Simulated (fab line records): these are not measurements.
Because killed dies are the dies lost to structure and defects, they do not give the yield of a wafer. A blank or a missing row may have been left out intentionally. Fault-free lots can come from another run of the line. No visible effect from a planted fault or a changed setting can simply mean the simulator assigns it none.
Matching of chambers :: flow n5-finfet :: 4 sister chambers for N5_MOL_CONTACT_COAG_ETCHBACK_135 on rie-diel-03
The step etches SiO2 in CHF3, target depth 25 nm, time 16.7 s. 4 wafers are shown with their chamber, then 9 later ones without.

WAFERS, EACH WITH ITS CHAMBER
wafer: L082.1
chamber: 2
showerhead-plenum-p-Torr (Torr): 2.40

wafer: L084.5
chamber: 3
showerhead-plenum-p-Torr (Torr): 2.46

wafer: L085.5
chamber: 1
showerhead-plenum-p-Torr (Torr): 2.43

wafer: L085.6
chamber: 0
showerhead-plenum-p-Torr (Torr): 2.19

WAFERS WHOSE CHAMBER IS MISSING
wafer: L086.2
showerhead-plenum-p-Torr (Torr): 2.19

wafer: L086.5
showerhead-plenum-p-Torr (Torr): 2.19

wafer: L086.6
showerhead-plenum-p-Torr (Torr): 2.45

wafer: L090.1
showerhead-plenum-p-Torr (Torr): 2.40

wafer: L090.4
showerhead-plenum-p-Torr (Torr): 2.18

wafer: L090.6
showerhead-plenum-p-Torr (Torr): 2.43

wafer: L092.1
showerhead-plenum-p-Torr (Torr): 2.43

wafer: L092.2
showerhead-plenum-p-Torr (Torr): 2.39

wafer: L092.3
showerhead-plenum-p-Torr (Torr): 2.18

EACH ONE'S CHAMBER
wafer: L086.2
from the rows above: 0
in truth: 0

wafer: L086.5
from the rows above: 0
in truth: 0

wafer: L086.6
from the rows above: can't be placed: 3 or 1
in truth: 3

wafer: L090.1
from the rows above: 2
in truth: 2

wafer: L090.4
from the rows above: 0
in truth: 0

wafer: L090.6
from the rows above: 1
in truth: 1

wafer: L092.1
from the rows above: 1
in truth: 1

wafer: L092.2
from the rows above: 2
in truth: 2

wafer: L092.3
from the rows above: 0
in truth: 0
Placed correctly: 8 of 9. Not placeable from these rows: 1 (in 1, the candidates include the true chamber). Placed wrongly: 0.
How it was worked out, from the rows above alone: a wafer's distance from a chamber is the root of the sum, over the readings, of the square of ((its reading less the chamber's mean) divided by the reading's scatter). If the next closest chamber is less than 2 further off than the closest, the wafer can't be placed; otherwise it belongs to the closest. The mean given for a chamber averages the wafers shown for that chamber. The scatter: with one shown wafer a chamber, the root of the mean of the squares of how far each hidden wafer lies from its nearest shown one.
